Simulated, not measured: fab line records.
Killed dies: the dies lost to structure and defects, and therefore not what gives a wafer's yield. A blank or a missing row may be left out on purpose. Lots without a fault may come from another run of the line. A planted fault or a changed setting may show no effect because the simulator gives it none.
fab line records | flow n5Finfet
[record] lots = 24 wafers = 72 lastDay = 17
route steps=1938 shown BEOL_M0_SAQP@691 BEOL_M0_CUTY@710 BEOL_M0@717
lots untouched by any fault: they come from a run of this same line in which no faults occurred
startH: hours from the record's opening day to when the first of the lot's shown wafers began | waitH: how many hours have passed since the lot's step before this one | " repeats the value in the row above | L1.1+2: one row covering several wafers at once | - no value, or no start was given | * or withheld: withheld | < > ~ a bound
route shown NAME@n: a module of which the file shows steps, and the number in the route of the first | usual: mean/standard deviation of fault-free wafers | same: alike in all rows | chamber/n: place in a boat | sites: each site's reading | _std_site: the values' standard deviation | _edge_site: mean of outer sites minus mean of inner sites | radiusMm: for every site, how far away it sits from the centre of the wafer | mask NAME#n: copy n | behind: the last tool/chamber to shape the wafer | hold: cause of the lot's hold/its duration in hours/its outcome | device: which transistor (n, p or np) failed to switch | end of line: the route-end tests of the same wafers | where a step has no rows: the recipe by itself | killed: dies that structure and defects cost at the first sort, which is not the same as the wafer's yield | map: a wafer's dies, x killed, . not, _ none there
set.NAME: setting as actually run; set.NAME@STEP: the setting as run at that earlier step | model.NAME: the simulator's own value behind a step, which no gauge read
steps of the route over a sample of lots; a table a step, a row a wafer
services: from which hour (startH, from the record's first day; less than 0 if before it) a tool's chamber was out of use, for how many hours, and why
[[steps]]
[step N5_BEOL_M0_SAQP_INSPECT_42]
[recipe] mode = adi inspectInstrument = brightfield
[usual] rawDefectCount = 298/84
// columns lot.wafer tool chamber startH waitH rawDefectCount
L074.2 defectInspect-02 - 120.53 0.0 306
L074.5 " - " " 297
L074.6 " - " " 303
L075.2 defectInspect-02 - 121.60 0.0 390
L075.5 " - " " 346
L075.6 " - " " 510
L076.1 defectInspect-01 - 127.34 0.1 377
L076.4 " - " " 269
L076.6 " - " " 467
L077.1 defectInspect-02 - 135.45 0.1 446
L077.4 " - " " 354
L077.5 " - " " 289
L078.1 defectInspect-02 - 136.26 0.1 254
L078.2 " - " " 248
L078.3 " - " " 259
L079.2 defectInspect-02 - 143.83 0.0 343
L079.4 " - " " 339
L079.6 " - " " 232
L080.2 defectInspect-02 - 147.64 0.0 305
L080.4 " - " " 452
L080.5 " - " " 202
L081.1 defectInspect-01 - 155.08 0.1 289
L081.4 " - " " 209
L081.5 " - " " 316
L082.1 defectInspect-01 - 161.03 0.1 358
L082.4 " - " " 244
L082.5 " - " " 324
L083.1 defectInspect-01 - 165.96 0.1 202
L083.4 " - " " 164
L083.5 " - " " 151
L084.1 defectInspect-01 - 176.10 0.1 257
L084.2 " - " " 248
L084.5 " - " " 394
L085.3 defectInspect-02 - 187.23 0.0 553
L085.4 " - " " 442
L085.5 " - " " 625
L086.3 defectInspect-02 - 193.29 0.0 256
L086.4 " - " " 295
L086.6 " - " " 344
L087.1 defectInspect-02 - 193.83 0.1 266
L087.4 " - " " 254
L087.6 " - " " 195
L088.1 defectInspect-02 - 196.91 0.1 206
L088.4 " - " " 240
L088.5 " - " " 260
L089.2 defectInspect-01 - 205.95 0.0 240
L089.4 " - " " 330
L089.6 " - " " 241
L090.2 defectInspect-01 - 208.73 0.0 400
L090.3 " - " " 629
L090.6 " - " " 274
L091.1 defectInspect-01 - 213.09 0.1 393
L091.3 " - " " 304
L091.6 " - " " 279
L092.2 defectInspect-01 - 217.31 0.0 277
L092.4 " - " " 246
L092.5 " - " " 272
L093.2 defectInspect-01 - 228.49 0.0 152
L093.3 " - " " 208
L093.5 " - " " 238
L094.1 defectInspect-01 - 234.91 0.1 272
L094.4 " - " " 206
L094.5 " - " " 203
L095.1 defectInspect-01 - 240.71 0.1 184
L095.3 " - " " 270
L095.6 " - " " 272
L096.2 defectInspect-02 - 244.11 0.0 233
L096.3 " - " " 156
L096.5 " - " " 202
L097.1 defectInspect-01 - 252.08 0.1 372
L097.2 " - " " 296
L097.3 " - " " 353
[step N5_BEOL_M0_CUTY_INSPECT_59]
[recipe] mode = adi inspectInstrument = macro
[usual] rawDefectCount = 2.1/1.5
// columns lot.wafer tool chamber startH waitH rawDefectCount
L074.2 defectInspect-02 - 121.95 0.0 1
L074.5 " - " " 0
L074.6 " - " " 1
L075.2 defectInspect-01 - 122.88 0.0 4
L075.5 " - " " 2
L075.6 " - " " 3
L076.1 defectInspect-01 - 129.36 0.0 3
L076.4 " - " " 0
L076.6 " - " " 2
L077.1 defectInspect-02 - 136.78 0.0 5
L077.4 " - " " 2
L077.5 " - " " 2
L078.1 defectInspect-01 - 137.68 0.0 3
L078.2 " - " " 0
L078.3 " - " " 2
L079.2 defectInspect-01 - 146.49 0.0 1
L079.4 " - " " 0
L079.6 " - " " 3
L080.2 defectInspect-01 - 148.91 0.0 3
L080.4 " - " " 2
L080.5 " - " " 1
L081.1 defectInspect-02 - 156.77 0.0 4
L081.4 " - " " 1
L081.5 " - " " 3
L082.1 defectInspect-02 - 162.32 0.0 2
L082.4 " - " " 2
L082.5 " - " " 1
L083.1 defectInspect-01 - 167.26 0.0 1
L083.4 " - " " 3
L083.5 " - " " 3
L084.1 defectInspect-02 - 177.57 0.0 2
L084.2 " - " " 4
L084.5 " - " " 1
L085.3 defectInspect-02 - 189.84 0.0 5
L085.4 " - " " 3
L085.5 " - " " 1
L086.3 defectInspect-01 - 194.71 0.0 2
L086.4 " - " " 3
L086.6 " - " " 3
L087.1 defectInspect-02 - 195.22 0.0 3
L087.4 " - " " 0
L087.6 " - " " 2
L088.1 defectInspect-01 - 198.17 0.0 4
L088.4 " - " " 5
L088.5 " - " " 8
L089.2 defectInspect-01 - 207.22 0.0 4
L089.4 " - " " 2
L089.6 " - " " 0
L090.2 defectInspect-02 - 210.03 0.0 5
L090.3 " - " " 5
L090.6 " - " " 1
L091.1 defectInspect-01 - 214.44 0.0 2
L091.3 " - " " 2
L091.6 " - " " 2
L092.2 defectInspect-02 - 218.65 0.0 0
L092.4 " - " " 2
L092.5 " - " " 2
L093.2 defectInspect-01 - 229.75 0.0 4
L093.3 " - " " 2
L093.5 " - " " 0
L094.1 defectInspect-01 - 236.37 0.0 4
L094.4 " - " " 4
L094.5 " - " " 1
L095.1 defectInspect-01 - 241.98 0.0 1
L095.3 " - " " 3
L095.6 " - " " 3
L096.2 defectInspect-02 - 245.57 0.0 1
L096.3 " - " " 2
L096.5 " - " " 2
L097.1 defectInspect-02 - 253.61 0.3 2
L097.2 " - " " 1
L097.3 " - " " 3
[step N5_BEOL_M0_STRIP_140]
[recipe] chemistry = CF4 resist = SiARC powerW = 300 biasPowerW = 75 pressureMtorr = 50 cf4FlowSccm = 150 rfFrequencyHz = 6e+07
[usual] drypumpMotorCurrentA = 5.6/0.4 oesProductAu = 0.79/0.083 rfFwdPowerW = 292.7/0.88 rfVppV = 270.6/1.4 showerheadPlenumPTorr = 1.77/0.037 throttleValvePct = 13.5/0.31
// columns lot.wafer tool chamber startH waitH drypumpMotorCurrentA oesProductAu rfFwdPowerW rfHoursCounterH rfVppV showerheadPlenumPTorr throttleValvePct
L074.2 rieDiel-03 3 123.02 0.1 5.4 0.70 291.2 210 272.3 1.76 14.0
L074.5 " 2 " " 5.6 0.93 294.0 - 272.6 1.83 13.0
L074.6 " 3 " " 5.4 0.69 291.8 - 272.1 1.76 14.0
L075.2 rieDiel-04 1 123.62 0.1 5.4 0.92 292.4 8 271.2 1.76 13.3
L075.5 " 0 " " 6.1 0.71 293.2 - 268.7 1.77 13.7
L075.6 " 3 " " 4.9 0.78 292.8 - 270.0 1.72 13.6
L076.1 rieDiel-01 3 130.30 0.2 5.3 0.71 293.8 167 272.6 1.85 13.6
L076.4 " 2 " " 5.9 0.65 293.0 250 269.1 1.77 13.8
L076.6 " 0 " " 5.7 0.73 292.6 - 268.7 1.73 13.7
L077.1 rieDiel-03 0 138.49 0.2 6.4 0.72 293.3 172 270.4 1.80 13.8
L077.4 " 2 " " 5.6 0.91 293.9 - 273.5 1.83 13.0
L077.5 " 0 " " 6.4 0.72 293.6 - 270.4 1.80 13.8
L078.1 rieDiel-04 1 140.07 0.2 5.4 0.90 292.3 14 271.2 1.75 13.3
L078.2 " 2 " " 5.4 0.82 292.3 45 269.9 1.75 13.2
L078.3 " 0 " " 6.1 0.72 291.7 219 269.6 1.77 13.7
L080.2 rieDiel-04 1 149.74 0.3 5.4 0.91 290.8 17 269.5 1.75 13.4
L080.4 " 0 " " 6.0 0.71 292.4 221 269.7 1.77 13.7
L080.5 " 2 " " 5.5 0.83 293.3 - 270.6 1.75 13.2
L079.2 rieDiel-03 0 149.88 0.4 6.4 0.72 293.2 175 272.0 1.80 13.8
L079.4 " 2 " " 5.7 0.92 292.4 20 272.7 1.83 13.0
L079.6 " 2 " " 5.6 0.92 292.3 - 271.9 1.83 13.0
L082.1 rieDiel-04 0 165.08 0.2 6.1 0.70 293.9 226 270.3 1.77 13.7
L082.4 " 1 " " 5.4 0.91 293.8 21 269.5 1.75 13.4
L082.5 " 2 " " 5.5 0.81 292.1 - 268.2 1.75 13.2
L081.1 rieDiel-03 2 165.12 0.1 5.7 0.89 294.2 25 271.4 1.83 13.1
L081.4 " 1 " " 5.1 0.91 293.5 8 273.3 1.81 13.2
L081.5 " 3 " " 5.5 0.68 293.0 - 269.0 1.76 14.0
L083.1 rieDiel-01 0 172.01 0.1 5.8 0.72 292.3 209 268.3 1.72 13.8
L083.4 " 2 " " 5.9 0.94 292.1 5 268.6 1.77 13.2
L083.5 " 0 " " 5.7 0.72 291.8 - 269.0 1.73 13.8
L084.1 rieDiel-03 2 178.08 0.1 5.6 0.89 292.6 30 272.6 1.82 13.0
L084.2 " 0 " " 6.3 0.71 292.4 186 270.0 1.79 13.8
L084.5 " 3 " " 5.4 0.68 293.1 - 272.0 1.76 14.0
L085.3 rieDiel-04 3 191.99 0.1 4.9 0.76 294.8 170 271.4 1.71 13.6
L085.4 " 0 " " 6.1 0.70 293.4 234 268.3 1.77 13.8
L085.5 " 0 " " 6.1 0.70 292.9 - 271.3 1.77 13.8
L086.3 rieDiel-04 2 197.63 0.3 5.4 0.81 292.5 64 270.1 1.74 13.3
L086.4 " 0 " " 6.0 0.70 292.8 237 272.1 1.77 13.8
L086.6 " 0 " " 6.0 0.70 292.9 - 271.0 1.77 13.8
L087.1 rieDiel-04 0 197.69 0.3 6.0 0.69 292.9 237 270.1 1.77 13.8
L087.4 " 3 " " 5.0 0.76 292.1 172 270.2 1.71 13.7
L087.6 " 2 " " 5.5 0.80 292.2 - 267.8 1.74 13.3
L088.1 rieDiel-03 2 198.92 0.3 5.6 0.88 293.1 36 269.1 1.82 13.1
L088.4 " 1 " " 5.1 0.88 293.7 18 272.1 1.81 13.3
L088.5 " 3 " " 5.4 0.67 293.3 - 267.7 1.75 14.0
L089.2 rieDiel-04 1 208.01 0.1 5.4 0.86 291.7 37 270.7 1.75 13.4
L089.4 " 0 " " 6.1 0.70 293.0 241 269.1 1.77 13.8
L089.6 " 2 " " 5.5 0.79 292.4 - 271.4 1.74 13.3
L090.2 rieDiel-01 1 211.56 0.1 5.7 0.81 292.5 72 272.5 1.82 13.1
L090.3 " 3 " " 5.3 0.68 292.7 198 270.8 1.84 13.7
L090.6 " 1 " " 5.8 0.81 293.7 - 271.0 1.82 13.1
L091.1 rieDiel-04 0 220.80 0.1 6.1 0.69 293.4 246 270.1 1.77 13.8
L091.3 " 1 " " 5.4 0.85 293.1 42 271.2 1.75 13.4
L091.6 " 1 " " 5.4 0.86 291.5 - 269.3 1.75 13.4
L092.2 rieDiel-03 3 221.44 0.4 5.4 0.67 292.8 246 269.5 1.75 14.1
L092.4 " 0 " " 6.4 0.70 293.5 199 268.8 1.79 13.9
L092.5 " 2 " " 5.6 0.86 293.1 - 272.9 1.82 13.1
L093.2 rieDiel-04 0 230.79 0.2 6.1 0.70 292.3 251 267.8 1.76 13.8
L093.3 " 2 " " 5.5 0.79 293.0 77 269.2 1.74 13.3
L093.5 " 2 " " 5.5 0.79 292.7 - 270.0 1.74 13.3
L094.1 rieDiel-01 1 237.65 0.3 5.7 0.80 291.7 80 270.3 1.81 13.1
L094.4 " 3 " " 5.3 0.68 292.2 205 273.4 1.84 13.7
L094.5 " 3 " " 5.3 0.68 291.8 - 272.7 1.84 13.7
L095.1 rieDiel-03 1 243.74 0.3 5.1 0.85 292.4 33 272.3 1.80 13.3
L095.3 " 2 " " 5.7 0.86 293.0 51 273.5 1.82 13.1
L095.6 " 2 " " 5.6 0.86 290.8 - 269.0 1.82 13.1
L096.2 rieDiel-03 2 247.09 0.1 5.6 0.85 292.1 52 271.5 1.82 13.1
L096.3 " 0 " " 6.4 0.70 293.2 209 270.7 1.79 13.9
L096.5 " 1 " " 5.1 0.84 292.3 - 273.5 1.80 13.3
L097.1 rieDiel-03 1 254.96 0.1 5.1 0.85 292.6 39 270.0 1.80 13.3
L097.2 " 2 " " 5.6 0.84 292.6 57 272.8 1.82 13.1
L097.3 " 0 " " 6.3 0.70 293.1 213 271.2 1.79 13.9
[step N5_BEOL_M0_SPUTTER_116]
[recipe] material = Cu targetThkA = 40 tempC = -20 chamberPressurePa = 0.07 powerW = withheld timeS = 7.37
[usual] susceptorTempC = -20.00/0.11 throttleValvePct = 30.4/0.94
// columns lot.wafer tool chamber startH waitH susceptorTempC throttleValvePct
L074.2 pvdSputter-01 - 124.31 0.1 -20.03 30.6
L074.5 " - " " -19.99 31.0
L074.6 " - " " -19.86 30.6
L075.2 pvdSputter-01 - 124.76 0.1 -19.91 30.6
L075.5 " - " " -19.97 30.5
L075.6 " - " " -19.98 29.5
L076.1 pvdSputter-03 - 131.84 0.1 -20.14 30.6
L076.4 " - " " -19.87 30.8
L076.6 " - " " -19.95 30.4
L077.1 pvdSputter-02 - 140.73 0.2 -20.17 30.8
L077.4 " - " " -20.09 32.6
L077.5 " - " " -19.95 32.6
L078.1 pvdSputter-03 - 141.73 0.1 -19.88 29.5
L078.2 " - " " -20.02 30.4
L078.3 " - " " -19.88 30.8
L080.2 pvdSputter-03 - 154.87 2.3 -20.22 30.7
L080.4 " - " " -19.65 30.5
L080.5 " - " " -20.10 30.7
L079.2 pvdSputter-03 - 155.31 2.0 -20.09 29.8
L079.4 " - " " -19.96 30.8
L079.6 " - " " -19.95 29.5
L082.1 pvdSputter-02 - 167.68 0.4 -19.73 29.3
L082.4 " - " " -20.17 29.6
L082.5 " - " " -19.78 29.3
L081.1 pvdSputter-02 - 168.66 0.1 -19.91 29.4
L081.4 " - " " -20.06 31.3
L081.5 " - " " -20.05 32.5
L083.1 pvdSputter-03 - 174.44 0.1 -19.93 30.4
L083.4 " - " " -19.89 30.7
L083.5 " - " " -19.97 30.7
L084.1 pvdSputter-01 - 180.57 0.1 -20.04 30.6
L084.2 " - " " -20.32 29.7
L084.5 " - " " -20.10 30.1
L085.3 pvdSputter-01 - 195.14 0.1 -19.87 31.0
L085.4 " - " " -19.91 30.5
L085.5 " - " " -20.04 30.5
L086.3 pvdSputter-02 - 199.17 0.1 -20.10 29.2
L086.4 " - " " -19.99 30.8
L086.6 " - " " -20.00 31.1
L087.1 pvdSputter-02 - 199.61 0.4 -19.90 32.6
L087.4 " - " " -19.98 29.1
L087.6 " - " " -20.07 29.4
L088.1 pvdSputter-02 - 200.87 0.1 -20.00 32.6
L088.4 " - " " -19.92 29.3
L088.5 " - " " -19.92 32.6
L089.2 pvdSputter-02 - 209.62 0.1 -20.20 29.3
L089.4 " - " " -19.96 30.9
L089.6 " - " " -20.06 29.5
L090.2 pvdSputter-03 - 214.55 0.1 -20.12 29.5
L090.3 " - " " -19.97 30.6
L090.6 " - " " -20.05 30.3
L091.1 pvdSputter-01 - 222.31 0.1 -19.96 29.6
L091.3 " - " " -20.15 30.8
L091.6 " - " " -20.06 30.2
L092.2 pvdSputter-02 - 224.15 1.1 -19.85 30.9
L092.4 " - " " -20.00 29.4
L092.5 " - " " -20.02 32.6
L093.2 pvdSputter-03 - 232.65 0.1 -20.03 30.7
L093.3 " - " " -19.92 29.5
L093.5 " - " " -19.92 30.9
L094.1 pvdSputter-03 - 239.98 0.1 -19.98 29.6
L094.4 " - " " -20.07 30.8
L094.5 " - " " -19.98 30.2
L095.1 pvdSputter-01 - 245.52 0.1 -19.79 29.6
L095.3 " - " " -19.99 30.4
L095.6 " - " " -19.93 30.4
L096.2 pvdSputter-02 - 250.51 0.1 -19.91 32.6
L096.3 " - " " -19.93 29.4
L096.5 " - " " -19.96 31.2
L097.1 pvdSputter-02 - 258.10 1.3 -20.19 32.4
L097.2 " - " " -20.10 29.6
L097.3 " - " " -19.84 31.0
[step N5_BEOL_M0_SPUTTER_141]
[recipe] material = Cu targetThkA = 40 tempC = -20 chamberPressurePa = 0.07 powerW = withheld timeS = 7.37
[usual] susceptorTempC = -19.99/0.1 throttleValvePct = 30.4/0.92
// columns lot.wafer tool chamber startH waitH susceptorTempC throttleValvePct
L074.2 pvdSputter-01 - 124.67 0.0 -19.88 30.5
L074.5 " - " " -20.05 30.7
L074.6 " - " " -20.03 30.6
L075.2 pvdSputter-01 - 125.12 0.0 -20.10 30.6
L075.5 " - " " -20.13 30.4
L075.6 " - " " -19.98 29.6
L076.1 pvdSputter-03 - 132.20 0.0 -20.08 30.7
L076.4 " - " " -20.01 30.8
L076.6 " - " " -19.82 30.4
L077.1 pvdSputter-02 - 141.09 0.0 -20.12 31.1
L077.4 " - " " -20.11 32.5
L077.5 " - " " -20.14 32.6
L078.1 pvdSputter-03 - 142.09 0.0 -19.97 29.7
L078.2 " - " " -20.18 30.4
L078.3 " - " " -19.85 30.5
L080.2 pvdSputter-03 - 155.23 0.0 -19.86 30.8
L080.4 " - " " -20.11 30.4
L080.5 " - " " -19.87 30.8
L079.2 pvdSputter-03 - 155.67 0.0 -19.83 29.6
L079.4 " - " " -19.93 30.6
L079.6 " - " " -19.99 29.7
L082.1 pvdSputter-02 - 168.04 0.0 -19.85 29.4
L082.4 " - " " -20.00 29.7
L082.5 " - " " -19.82 29.2
L081.1 pvdSputter-02 - 169.02 0.0 -20.05 29.6
L081.4 " - " " -19.90 31.3
L081.5 " - " " -19.91 32.5
L083.1 pvdSputter-03 - 174.80 0.0 -20.00 30.4
L083.4 " - " " -20.02 30.8
L083.5 " - " " -19.96 30.9
L084.1 pvdSputter-01 - 180.93 0.0 -20.00 30.5
L084.2 " - " " -20.06 29.4
L084.5 " - " " -19.91 30.1
L085.3 pvdSputter-01 - 195.50 0.0 -20.07 31.2
L085.4 " - " " -19.96 30.5
L085.5 " - " " -20.15 30.4
L086.3 pvdSputter-02 - 199.53 0.0 -19.88 29.6
L086.4 " - " " -19.95 31.1
L086.6 " - " " -19.93 30.7
L087.1 pvdSputter-02 - 199.97 0.0 -20.10 32.4
L087.4 " - " " -19.85 29.3
L087.6 " - " " -20.00 29.6
L088.1 pvdSputter-02 - 201.23 0.0 -20.02 32.5
L088.4 " - " " -20.01 29.0
L088.5 " - " " -19.88 32.5
L089.2 pvdSputter-02 - 209.98 0.0 -19.89 29.5
L089.4 " - " " -19.85 31.0
L089.6 " - " " -19.97 29.3
L090.2 pvdSputter-03 - 214.91 0.0 -20.02 29.6
L090.3 " - " " -19.87 30.5
L090.6 " - " " -19.91 30.7
L091.1 pvdSputter-01 - 222.67 0.0 -19.97 29.5
L091.3 " - " " -20.04 30.7
L091.6 " - " " -19.98 30.5
L092.2 pvdSputter-02 - 224.51 0.0 -20.06 30.9
L092.4 " - " " -20.15 29.5
L092.5 " - " " -20.06 32.6
L093.2 pvdSputter-03 - 233.01 0.0 -19.89 30.6
L093.3 " - " " -20.08 29.8
L093.5 " - " " -19.98 30.7
L094.1 pvdSputter-03 - 240.34 0.0 -19.67 29.6
L094.4 " - " " -19.97 30.3
L094.5 " - " " -19.88 30.3
L095.1 pvdSputter-01 - 245.88 0.0 -20.07 29.4
L095.3 " - " " -19.96 30.5
L095.6 " - " " -19.85 30.6
L096.2 pvdSputter-02 - 250.87 0.0 -20.08 32.4
L096.3 " - " " -19.81 29.5
L096.5 " - " " -19.77 31.0
L097.1 pvdSputter-02 - 258.46 0.0 -20.09 32.6
L097.2 " - " " -20.16 29.6
L097.3 " - " " -19.90 31.2
[step N5_BEOL_M0_ANNEAL_119]
[recipe] tempC = 225 timeS = 90 ambient = N2
[usual] annealTempC = 224.97/0.16 wafer_temp_C_max = 226.3/0.31
// columns lot.wafer tool chamber startH waitH annealTempC wafer_temp_C_max
L074.2 rtpAnneal-02 0 126.21 1.4 224.87 225.9
L074.5 " 0 " " 225.05 226.0
L074.6 " 0 " " 224.78 226.1
L075.2 rtpAnneal-01 0 126.87 1.6 224.94 226.6
L075.5 " 0 " " 224.85 226.6
L075.6 " 0 " " 224.71 226.4
L076.1 rtpAnneal-01 0 132.40 0.1 225.10 226.0
L076.4 " 0 " " 225.14 226.5
L076.6 " 0 " " 224.89 226.3
L077.1 rtpAnneal-02 0 141.48 0.3 225.06 226.3
L077.4 " 0 " " 224.93 226.3
L077.5 " 0 " " 225.18 225.6
L078.1 rtpAnneal-02 0 142.29 0.1 225.00 226.2
L078.2 " 0 " " 224.98 226.0
L078.3 " 0 " " 224.84 226.6
L080.2 rtpAnneal-01 0 155.47 0.1 225.22 226.8
L080.4 " 0 " " 224.94 226.7
L080.5 " 0 " " 224.93 226.0
L079.2 rtpAnneal-02 0 155.91 0.1 224.97 226.7
L079.4 " 0 " " 224.92 226.8
L079.6 " 0 " " 225.12 226.1
L082.1 rtpAnneal-01 0 168.24 0.1 224.72 226.1
L082.4 " 0 " " 225.07 226.5
L082.5 " 0 " " 224.91 226.2
L081.1 rtpAnneal-01 0 169.30 0.1 225.31 226.1
L081.4 " 0 " " 225.00 226.0
L081.5 " 0 " " 225.18 226.2
L083.1 rtpAnneal-02 0 174.99 0.1 224.62 226.5
L083.4 " 0 " " 224.92 226.1
L083.5 " 0 " " 224.74 225.9
L084.1 rtpAnneal-02 0 181.22 0.1 224.91 226.8
L084.2 " 0 " " 225.14 226.4
L084.5 " 0 " " 224.91 226.5
L085.3 rtpAnneal-01 0 195.79 0.1 224.94 226.2
L085.4 " 0 " " 225.04 226.5
L085.5 " 0 " " 225.14 226.7
L086.3 rtpAnneal-02 0 200.55 0.9 225.00 226.1
L086.4 " 0 " " 224.96 226.2
L086.6 " 0 " " 225.02 226.8
L087.1 rtpAnneal-01 0 200.72 0.6 224.83 226.1
L087.4 " 0 " " 224.63 225.9
L087.6 " 0 " " 224.86 226.0
L088.1 rtpAnneal-02 0 201.43 0.1 225.05 227.0
L088.4 " 0 " " 225.31 226.2
L088.5 " 0 " " 225.11 226.6
L089.2 rtpAnneal-02 0 210.22 0.1 225.12 226.4
L089.4 " 0 " " 225.05 226.4
L089.6 " 0 " " 225.04 226.4
L090.2 rtpAnneal-01 0 215.43 0.4 224.91 226.4
L090.3 " 0 " " 224.73 226.1
L090.6 " 0 " " 225.02 226.3
L091.1 rtpAnneal-02 0 222.86 0.1 224.91 226.4
L091.3 " 0 " " 224.99 226.4
L091.6 " 0 " " 224.67 226.0
L092.2 rtpAnneal-02 0 224.75 0.1 224.88 225.9
L092.4 " 0 " " 224.85 226.2
L092.5 " 0 " " 224.83 226.2
L093.2 rtpAnneal-01 0 233.35 0.2 224.91 226.6
L093.3 " 0 " " 224.95 226.4
L093.5 " 0 " " 225.04 226.6
L094.1 rtpAnneal-01 0 240.54 0.1 224.94 226.1
L094.4 " 0 " " 225.14 226.7
L094.5 " 0 " " 224.89 226.5
L095.1 rtpAnneal-02 0 246.57 0.6 224.70 226.7
L095.3 " 0 " " 224.89 226.6
L095.6 " 0 " " 224.91 226.5
L096.2 rtpAnneal-02 0 251.11 0.1 224.83 226.7
L096.3 " 0 " " 224.64 226.4
L096.5 " 0 " " 224.56 226.5
L097.1 rtpAnneal-02 0 258.66 0.1 225.21 226.5
L097.2 " 0 " " 224.97 226.1
L097.3 " 0 " " 225.16 225.9
[[services]]
// columns tool chamber startH hours kind
rieDiel-03 1 119.26 - clean
rieDiel-03 1 119.26 - consumableReplace:focusRing
rieDiel-03 1 119.26 19.8 scheduledDown
rieDiel-03 1 119.26 19.8 ventCycle
rieDiel-01 2 131.19 - clean
rieDiel-01 2 131.19 - consumableReplace:esc
rieDiel-01 2 131.19 - consumableReplace:focusRing
rieDiel-01 2 131.19 22.0 scheduledDown
rieDiel-01 2 131.19 22.0 ventCycle
rieDiel-01 0 134.94 7.9 repair
pvdSputter-01 - 163.99 2.8 repair
rieDiel-03 1 188.21 2.4 repair
rieDiel-01 1 202.82 3.8 repair
rieDiel-04 3 218.89 32.8 repair
rieDiel-03 3 234.65 - clean
rieDiel-03 3 234.65 - consumableReplace:focusRing
rieDiel-03 3 234.65 20.9 scheduledDown
rieDiel-03 3 234.65 20.9 ventCycle
rieDiel-01 - 236.60 0.2 repair
rieDiel-04 0 251.90 - clean
rieDiel-04 0 251.90 - consumableReplace:focusRing
rieDiel-04 0 251.90 31.1 scheduledDown
rieDiel-04 0 251.90 31.1 ventCycle
[[key]]
fault none
